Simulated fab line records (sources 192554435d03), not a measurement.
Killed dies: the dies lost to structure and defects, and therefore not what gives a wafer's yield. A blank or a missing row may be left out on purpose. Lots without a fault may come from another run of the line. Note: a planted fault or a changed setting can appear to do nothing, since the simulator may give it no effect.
fab line records | flow n5_finfet
record: lots: 5 wafers: 15 last_day: 17
route steps=1938 shown BEOL_M4@1086 BEOL_M5@1112 PASSIVATION@1936
lots that met no fault: taken from a fault-free run of the same line
start_h: hours from the record's first day to the start of the lot's first wafer shown | wait_h: hours from the lot's prior step to this one | " identical to the entry in the row above | L1.1+2: several wafers, shown together as one row | - no value, or no start given | * or withheld: withheld | < > ~ a bound
route shown NAME@n: a module of which the file shows steps, and the number in the route of the first | usual: mean/standard deviation taken from wafers without a fault | same: alike in all rows | chamber/n: place in a boat | sites: each site's reading | _std_site: the values' standard deviation | _edge_site: mean of outer sites minus mean of inner sites | radius_mm: for every site, how far away it sits from the centre of the wafer | mask NAME#n: copy n | behind: the most recent tool/chamber to have shaped the wafer | hold: reason for holding the lot/hours on hold/outcome of the hold | device: names the non-switching transistor (n, p or np) | end of line: at the end of the route, the tests of the same wafers | a step with no rows: only its recipe | killed: dies that structure and defects cost at the first sort, which is not the same as the wafer's yield | map: dies across one wafer; x = killed, . = not, _ = none there
set.NAME: the run value of the setting; set.NAME@STEP: its run value at that earlier step | model.NAME: the simulator's own value behind a step, which no gauge read
lots at some steps of the route; a table a step, a row a wafer
services: the hour from which a tool's chamber was out of use, counted from the record's first day as start_h (under 0 if before that day), plus the number of hours and why
== steps ==
step: N5_BEOL_M4_SPUTTER_79
recipe: material: Cu target_thk_a: 45 temp_c: -20 chamber_pressure_pa: 0.07 power_w: withheld time_s: 8.29
step: N5_BEOL_M4_ANNEAL_80
recipe: temp_c: 400 time_s: 240 ambient: vacuum
usual: heater_power_w: 815/78
same: time_s: 240
columns lot.wafer tool chamber start_h wait_h heater_power_w
L673.4 pvd_sputter-01 - 175.18 0.0 829
L673.5 " - " " 767
L673.6 " - " " 861
L677.1 pvd_sputter-01 - 192.39 0.0 817
L677.5 " - " " 761
L677.6 " - " " 836
L680.1 pvd_sputter-01 - 206.34 0.0 830
L680.3 " - " " 859
L680.4 " - " " 852
L693.2 pvd_sputter-03 - 296.53 0.0 770
L693.4 " - " " 775
L693.6 " - " " 786
L695.1 pvd_sputter-03 - 302.54 0.0 752
L695.2 " - " " 782
L695.4 " - " " 776
step: N5_BEOL_M4_SPUTTER_81
recipe: material: Cu target_thk_a: 45 temp_c: -20 chamber_pressure_pa: 0.07 power_w: withheld time_s: 8.29
step: N5_BEOL_M4_ANNEAL_82
recipe: temp_c: 400 time_s: 240 ambient: vacuum
step: N5_BEOL_M4_SPUTTER_86
recipe: material: Cu target_thk_a: 45 temp_c: -20 chamber_pressure_pa: 0.07 power_w: withheld time_s: 8.29
step: N5_BEOL_M4_ANNEAL_87
recipe: temp_c: 400 time_s: 240 ambient: vacuum
step: N5_BEOL_M4_SPUTTER_88
recipe: material: Cu target_thk_a: 45 temp_c: -20 chamber_pressure_pa: 0.07 power_w: withheld time_s: 8.29
step: N5_BEOL_M4_ANNEAL_89
recipe: temp_c: 400 time_s: 240 ambient: vacuum
usual: heater_power_w: 815/78
same: time_s: 240
columns lot.wafer tool chamber start_h wait_h heater_power_w
L673.4 pvd_sputter-01 - 175.84 0.0 825
L673.5 " - " " 780
L673.6 " - " " 849
L677.1 pvd_sputter-01 - 193.05 0.0 834
L677.5 " - " " 768
L677.6 " - " " 823
L680.1 pvd_sputter-01 - 207.00 0.0 804
L680.3 " - " " 838
L680.4 " - " " 859
L693.2 pvd_sputter-03 - 297.19 0.0 766
L693.4 " - " " 763
L693.6 " - " " 777
L695.1 pvd_sputter-03 - 303.20 0.0 772
L695.2 " - " " 797
L695.4 " - " " 751
step: N5_BEOL_M4_SPUTTER_90
recipe: material: Cu target_thk_a: 45 temp_c: -20 chamber_pressure_pa: 0.07 power_w: withheld time_s: 8.29
step: N5_BEOL_M4_ANNEAL_91
recipe: temp_c: 400 time_s: 240 ambient: vacuum
step: N5_BEOL_M4_SPUTTER_92
recipe: material: Cu target_thk_a: 45 temp_c: -20 chamber_pressure_pa: 0.07 power_w: withheld time_s: 8.29
step: N5_BEOL_M4_ANNEAL_93
recipe: temp_c: 400 time_s: 240 ambient: vacuum
step: N5_BEOL_M4_SPUTTER_94
recipe: material: Cu target_thk_a: 45 temp_c: -20 chamber_pressure_pa: 0.07 power_w: withheld time_s: 8.29
usual: chamber_pressure_pa: 0.07/0.00016 throttle_valve_pct: 29.8/1.1
columns lot.wafer tool chamber start_h wait_h chamber_pressure_pa throttle_valve_pct
L673.4 pvd_sputter-01 - 176.42 0.1 0.06983 28.9
L673.5 " - " " 0.06993 29.3
L673.6 " - " " 0.06998 28.7
L677.1 pvd_sputter-01 - 193.63 0.1 0.0698 28.7
L677.5 " - " " 0.07009 29.2
L677.6 " - " " 0.06991 28.5
L680.1 pvd_sputter-01 - 207.58 0.1 0.06999 28.2
L680.3 " - " " 0.06987 30.7
L680.4 " - " " 0.07029 28.5
L693.2 pvd_sputter-03 - 297.77 0.1 0.06976 31.8
L693.4 " - " " 0.07006 28.2
L693.6 " - " " 0.07023 31.7
L695.1 pvd_sputter-03 - 303.78 0.1 0.07008 31.8
L695.2 " - " " 0.06982 31.6
L695.4 " - " " 0.07003 27.8
step: N5_BEOL_M4_ANNEAL_95
recipe: temp_c: 400 time_s: 240 ambient: vacuum
step: N5_BEOL_M4_SPUTTER_96
recipe: material: Cu target_thk_a: 45 temp_c: -20 chamber_pressure_pa: 0.07 power_w: withheld time_s: 8.29
step: N5_BEOL_M4_ECD_50
recipe: material: Cu target_thk_a: 3000
step: N5_BEOL_M4_ANNEAL_51
recipe: temp_c: 225 time_s: 90 ambient: N2
usual: wafer_temp_C_max: 226.0/0.34
same: time_s: 90
columns lot.wafer tool chamber start_h wait_h wafer_temp_C_max
L673.4 rtp_anneal-02 0 176.97 0.2 226.3
L673.5 " 0 " " 226.2
L673.6 " 0 " " 226.2
L677.1 rtp_anneal-01 0 194.04 0.1 225.6
L677.5 " 0 " " 225.7
L677.6 " 0 " " 226.1
L680.1 rtp_anneal-01 0 208.05 0.1 225.8
L680.3 " 0 " " 225.7
L680.4 " 0 " " 225.8
L693.2 rtp_anneal-01 0 298.23 0.1 225.8
L693.4 " 0 " " 225.8
L693.6 " 0 " " 225.7
L695.1 rtp_anneal-01 0 304.20 0.1 225.7
L695.2 " 0 " " 225.5
L695.4 " 0 " " 225.9
step: N5_BEOL_M4_CMP_52
recipe: stop_on: SiOC t_overpolish_s: 6.8 down_force_psi: 1 platen_rpm: 50 clearing_platen_down_force_psi: 1.5 clearing_platen_rpm: 50 post_cmp_clean: cu_alkaline target_thk_nm: 40 clearing_platen_pad_velocity_m_s: 0.99484 pad_velocity_m_s: 0.99484
step: N5_BEOL_M4_PRE_CLEAN_60
recipe: gas: NH3/H2 time_s: 15 temp_c: * rf_power_w: 300
usual: heater_power_w: 84/20
same: time_s: 15
columns lot.wafer tool chamber start_h wait_h heater_power_w
L673.4 cvd_co-02 0 177.84 0.1 125
L673.5 " 2 " " 71
L673.6 " 1 " " 70
L677.1 cvd_co-02 0 194.97 0.3 124
L677.5 " 0 " " 125
L677.6 " 2 " " 69
L680.1 cvd_co-02 1 208.68 0.0 69
L680.3 " 2 " " 70
L680.4 " 0 " " 127
L693.2 cvd_co-02 1 298.82 0.0 70
L693.4 " 0 " " 129
L693.6 " 1 " " 70
L695.1 cvd_co-01 2 304.83 0.0 85
L695.2 " 0 " " 64
L695.4 " 2 " " 84
step: N5_BEOL_M4_CO_CAP_55
recipe: material: Co target_thk_a: 20 temp_c: 200 precursor: CCTBA/H2 pressure_torr: 30 time_s: 102.1
usual: heater_power_w: 235/26
same: time_s: 102.1
columns lot.wafer tool chamber start_h wait_h heater_power_w
L673.4 cvd_co-02 0 177.90 0.0 285
L673.5 " 2 " " 219
L673.6 " 1 " " 218
L677.1 cvd_co-02 0 195.01 0.0 285
L677.5 " 0 " " 292
L677.6 " 2 " " 218
L680.1 cvd_co-02 1 208.72 0.0 215
L680.3 " 2 " " 216
L680.4 " 0 " " 299
L693.2 cvd_co-02 1 298.86 0.0 219
L693.4 " 0 " " 292
L693.6 " 1 " " 218
L695.1 cvd_co-01 2 304.87 0.0 240
L695.2 " 0 " " 212
L695.4 " 2 " " 232
step: N5_BEOL_M4_PRE_CLEAN_56
recipe: gas: NH3 time_s: 15 temp_c: withheld rf_power_w: 300
step: N5_BEOL_M4_DEP_57
recipe: material: SiCN target_thk_a: 80 temp_c: withheld precursor: 3MS/NH3 pressure_torr: 3 rf_w: 202 time_s: 14
step: N5_BEOL_M4_RS_MEAS_58
recipe: thk_meas_gauge: four-point-probe reads: Co_of_BEOL_M4_CO_CAP_55+Cu_of_BEOL_M4_ECD_50+Co_of_BEOL_M4_CVD_47+TaN_of_BEOL_M4_ALD_84
usual: M4_RS: 0.666/0.028
columns lot.wafer tool chamber start_h wait_h M4_RS[ohm/sq]
L673.4 film_metro-02 - 178.05 0.0 0.681
L673.5 " - " " 0.712
L673.6 " - " " 0.663
L677.1 film_metro-02 - 195.22 0.1 0.669
L677.5 " - " " 0.659
L677.6 " - " " 0.697
L680.1 film_metro-02 - 208.91 0.0 0.671
L680.3 " - " " 0.626
L680.4 " - " " 0.640
L693.2 film_metro-01 - 299.04 0.1 0.625
L693.4 " - " " 0.684
L693.6 " - " " 0.650
L695.1 film_metro-01 - 305.05 0.0 0.702
L695.2 " - " " 0.687
L695.4 " - " " 0.655
step: N5_BEOL_M4_INSPECT_59
recipe: inspect_instrument: darkfield mode: post_dep
usual: raw_defect_count: 77/24
columns lot.wafer tool chamber start_h wait_h raw_defect_count
L673.4 defect_inspect-02 - 178.07 0.0 105
L673.5 " - " " 99
L673.6 " - " " 143
L677.1 defect_inspect-01 - 195.25 0.0 118
L677.5 " - " " 70
L677.6 " - " " 91
L680.1 defect_inspect-01 - 208.93 0.0 48
L680.3 " - " " 43
L680.4 " - " " 51
L693.2 defect_inspect-02 - 299.07 0.0 90
L693.4 " - " " 111
L693.6 " - " " 61
L695.1 defect_inspect-02 - 305.08 0.0 63
L695.2 " - " " 115
L695.4 " - " " 142
step: N5_BEOL_M4_RC_MEAS_101
usual: DIBL_N: 36.0/1.7 DIBL_P: 35.8/2 IOFF_N: 0.15/0.03 IOFF_P: 0.20/0.037 ION_N: 670/12 ION_P: 460/7.2 SS_N: 71.5/0.68 SS_P: 73.2/0.65 VT_N: 250/3.1 VT_P: -251/3.4
columns lot.wafer tool chamber start_h wait_h DIBL_N[mV/V] DIBL_P[mV/V] IOFF_N[nA/um] IOFF_P[nA/um] ION_N[uA/um] ION_P[uA/um] SS_N[mV/dec] SS_P[mV/dec] VT_N[mV] VT_P[mV]
L673.4 prober-01 0 178.56 0.5 37.1 37.2 0.18 0.23 689 468 71.3 73.4 246 -247
L673.5 " 0 " " 37.3 37.3 0.18 0.23 673 456 71.4 73.2 249 -250
L673.6 " 0 " " 37.1 37.4 0.19 0.25 684 471 71.3 73.9 245 -249
L677.1 prober-01 0 195.27 0.0 35.5 34.8 0.16 0.23 680 469 71.9 74.0 248 -245
L677.5 " 0 " " 38.2 36.7 0.20 0.28 659 462 72.4 73.9 248 -245
L677.6 " 0 " " 37.1 35.7 0.18 0.25 683 476 71.6 73.4 247 -245
L680.1 prober-01 0 208.96 0.0 38.1 39.3 0.21 0.24 710 482 72.1 73.9 251 -249
L680.3 " 0 " " 35.6 36.7 0.16 0.20 705 478 71.4 72.8 248 -251
L680.4 " 0 " " 36.5 37.2 0.16 0.21 697 478 71.6 73.2 251 -250
L693.2 prober-02 0 299.25 0.2 34.0 33.3 0.12 0.18 663 460 71.1 73.0 257 -253
L693.4 " 0 " " 37.0 36.0 0.17 0.21 681 465 71.7 72.9 249 -254
L693.6 " 0 " " 35.8 35.1 0.14 0.19 661 457 71.2 72.5 254 -254
L695.1 prober-02 0 305.10 0.0 36.5 36.3 0.16 0.22 680 466 71.0 73.4 249 -250
L695.2 " 0 " " 39.0 38.8 0.23 0.27 699 471 71.5 74.2 242 -246
L695.4 " 0 " " 38.6 38.2 0.20 0.26 688 468 71.6 74.0 245 -246
step: N5_BEOL_M5_ILD_DEP_00
recipe: material: SiCOH_lowk target_thk_a: 1406.4 temp_c: 300 precursor: DEMS/porogen pressure_torr: 5 rf_w: 500 time_s: 25.9
step: N5_PASSIVATION_PROBE_49
usual: defect_limited_yield: 91.4/1.5 killed_at_M0_to_M3: 32/9.8 killed_at_M4_up: 15/5.6 killed_at_contacts: 12/5.4 killed_at_front_end: 40/13 killed_at_other: 3.0/2.1 killed_dies: 102/17 killed_open: 67/13 killed_short: 32/7.1 sort_bin_5_function: 5.1/0.96 sort_bin_6_memory: 3.2/0.7 sort_n_pass: 1078/18 sort_yield_pct: 91.3/1.5
same: gross_dies: 1180 killed_at_back_side: 0 sort_bin_4_leakage[%]: 0 sort_bin_8_speed[%]: 0
columns lot.wafer tool chamber start_h wait_h defect_limited_yield[%] killed_at_M0_to_M3 killed_at_M4_up killed_at_contacts killed_at_front_end killed_at_other killed_dies killed_open killed_short sort_bin_5_function[%] sort_bin_6_memory[%] sort_n_pass sort_yield_pct[%]
L680.1 prober-01 - 315.24 0.0 92.5 22 27 8 27 5 89 56 27 4.6 2.7 1091 92.5
L680.3 prober-01 - 315.34 0.1 92.8 32 18 17 15 3 85 51 30 4.2 2.8 1095 92.8
L680.4 prober-01 - 315.39 0.2 93.2 28 16 14 21 1 80 47 29 3.9 2.6 1100 93.2
killed by level:class
L680.1 BEOL_M4:geometric_particle:open=9 MOL_CONTACT_COAG:geometric_particle:open=8 ILD0:geometric_particle:short=6 BEOL_M0_SAQP:geometric_particle:open=6 BEOL_M5:geometric_particle:open=5 ILD0:geometric_particle:open=4 BEOL_M3:geometric_particle:open=4 STARTING-WAFER:geometric_particle:short=4
L680.3 MOL_CONTACT_COAG:geometric_particle:open=12 BEOL_M2:geometric_particle:open=10 BEOL_M0_SAQP:geometric_particle:short=9 BEOL_M0_SAQP:geometric_particle:open=6 BEOL_M4:geometric_particle:open=6 MOL_CONTACT_COAG:geometric_particle:short=5 BEOL_M4:interface_void_opened=4 FIN_SAQP:geometric_particle:short=3
L680.4 MOL_CONTACT_COAG:geometric_particle:open=10 BEOL_M1:geometric_particle:open=8 BEOL_M0_SAQP:geometric_particle:short=7 STI_FIN_REVEAL:geometric_particle:open=6 BEOL_M4:geometric_particle:open=5 MOL_CONTACT_COAG:geometric_particle:short=4 BEOL_M2:geometric_particle:open=4 BEOL_M2:geometric_particle:short=4
== services ==
columns tool chamber start_h hours kind
cvd_co-01 - 161.67 2.8 pm
cvd_co-01 - 184.46 0.6 repair
== key ==
first_sign: step: N5_BEOL_M4_RC_MEAS_101 reading: ION_P direction: up sigmas: 2.7 usual: 460 struck: 479
effect none on later readings
met_at N5_BEOL_M4_SPUTTER_94
struck_wafers L680.1,L680.3,L680.4
onset_between 193.63 207.58
also_fits N5_BEOL_M4_ANNEAL_80:pvd_sputter-01,N5_BEOL_M4_ANNEAL_89:pvd_sputter-01
earlier_fault: kind: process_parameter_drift tool: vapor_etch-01 chamber: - onset_h: 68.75 steps: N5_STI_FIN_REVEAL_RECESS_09 channel: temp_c offset: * shape: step acts_in: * stated: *
fault: kind: process_parameter_drift tool: pvd_sputter-01 chamber: - onset_h: 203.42 steps: N5_BEOL_M4_SPUTTER_94 channel: time_s offset: * shape: step acts_in: * stated: *
